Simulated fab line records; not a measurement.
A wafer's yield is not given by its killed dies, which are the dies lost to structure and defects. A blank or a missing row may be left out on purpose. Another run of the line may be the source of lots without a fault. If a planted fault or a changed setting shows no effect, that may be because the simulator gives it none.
Struck lot and sound lot, side by side || flow nand-harc || 13 out of 1302 route steps
Sound: these wafers, L442.2, L442.3, L442.5. The struck wafers were L452.1, L452.4, L452.5. The cause is given at the end.
Each step with rows lists, per side, the tool, then ch with its chambers, then its first start. Under that, the readings that differ: sound wafers || struck wafers || difference of the means || sigmas: that difference in standard deviations of wafers without a fault.
alike: same words and numbers on both sides, and readings whose means sit less than 2 such deviations apart. not compared: any withheld reading, any reading some wafer has no value for, any bound like >300 that may hide the same value, and any number with overlapping values for which the record gives no deviation.
The two part at a step that has a row with sigmas, a row that says differs or no value, or rows on one side only. Numbers that have no deviation but don't overlap get no sigmas and don't part them. A reading that every wafer of one side lacks parts them only if that side has two wafers or more.

first, 3 steps without rows for these wafers: NHARC_A_STAIRCASE_TRIM_189 (chemistry O2, time 211.2 s); NHARC_A_STAIRCASE_ETCH_190 (etches the open film in C4F8/O2, target depth 100 nm, time 40.5 s); NHARC_A_STAIRCASE_TRIM_191 (chemistry O2, time 211.2 s).
NHARC_A_STAIRCASE_ETCH_192: etches the open film in C4F8/O2, target depth 100 nm, time 40.5 s.
  sound: rie-diel-06 ch 0,2,3; struck: rie-diel-01 ch 0,1,2
  alike: oes-product-au, rf-fwd-power-W, rf-vpp-V
  not compared: rf-hours-counter-h
then, 1 step without rows for these wafers: NHARC_A_STAIRCASE_TRIM_193 (chemistry O2, time 211.2 s).
NHARC_A_STAIRCASE_ETCH_194: etches the open film in C4F8/O2, target depth 100 nm, time 40.5 s.
  sound: rie-diel-06 ch 0,1,2; struck: rie-diel-01 ch 0,2
  alike: oes-product-au, rf-fwd-power-W, rf-vpp-V
  not compared: rf-hours-counter-h
NHARC_A_STAIRCASE_TRIM_196: chemistry O2, time 211.2 s.
  sound on rie-diel-06 ch 0,1,2, day 18 12:27; struck on rie-diel-01 ch 0,1,3, day 22 13:17
  alike: drypump-motor-current-A, oes-product-au, rf-vpp-V, showerhead-plenum-p-Torr, throttle-valve-pct
  not compared: rf-hours-counter-h
NHARC_A_STAIRCASE_ETCH_197: etches the open film in C4F8/O2, target depth 100 nm, time 40.5 s.
  sound: rie-diel-06 ch 0,1; struck: rie-diel-01 ch 0,1
  alike: oes-product-au, rf-fwd-power-W, rf-vpp-V
  not compared: rf-hours-counter-h
then, 1 step without rows for these wafers: NHARC_A_STAIRCASE_TRIM_198 (chemistry O2, time 211.2 s).
NHARC_A_STAIRCASE_ETCH_199: etches the open film in C4F8/O2, target depth 100 nm, time 40.5 s.
  sound: rie-diel-06 ch 1,2; struck: rie-diel-01 ch 0,1,2
  alike: oes-product-au, rf-fwd-power-W, rf-vpp-V
  not compared: rf-hours-counter-h
then, 1 step without rows for these wafers: NHARC_A_STAIRCASE_TRIM_200 (chemistry O2, time 211.2 s).
NHARC_A_STAIRCASE_ETCH_201: etches the open film in C4F8/O2, target depth 100 nm, time 40.5 s.
  sound on rie-diel-06 ch 1,3, day 18 13:07; struck on rie-diel-01 ch 1,2,3, day 22 13:55
{"reading": "oes-product-au (a.u.)", "sound": "0.917 0.946 0.926", "struck": "1.055 1.018 1.018", "difference": "+0.101", "sigmas": "+8"}
{"reading": "rf-fwd-power-W (W)", "sound": "591.4 594.7 590.8", "struck": "692.3 689.2 690.4", "difference": "+98.3", "sigmas": "+38"}
  alike: rf-vpp-V
  not compared: rf-hours-counter-h
then, 1 step without rows for these wafers: NHARC_A_STAIRCASE_TRIM_202 (chemistry O2, time 211.2 s).

== WHERE THEY PART ==
Only at NHARC_A_STAIRCASE_ETCH_201, as far as this record shows.

WHY: whatever the simulator had introduced
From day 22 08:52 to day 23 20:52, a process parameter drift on rie-diel-01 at NHARC_A_STAIRCASE_ETCH_201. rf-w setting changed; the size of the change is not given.
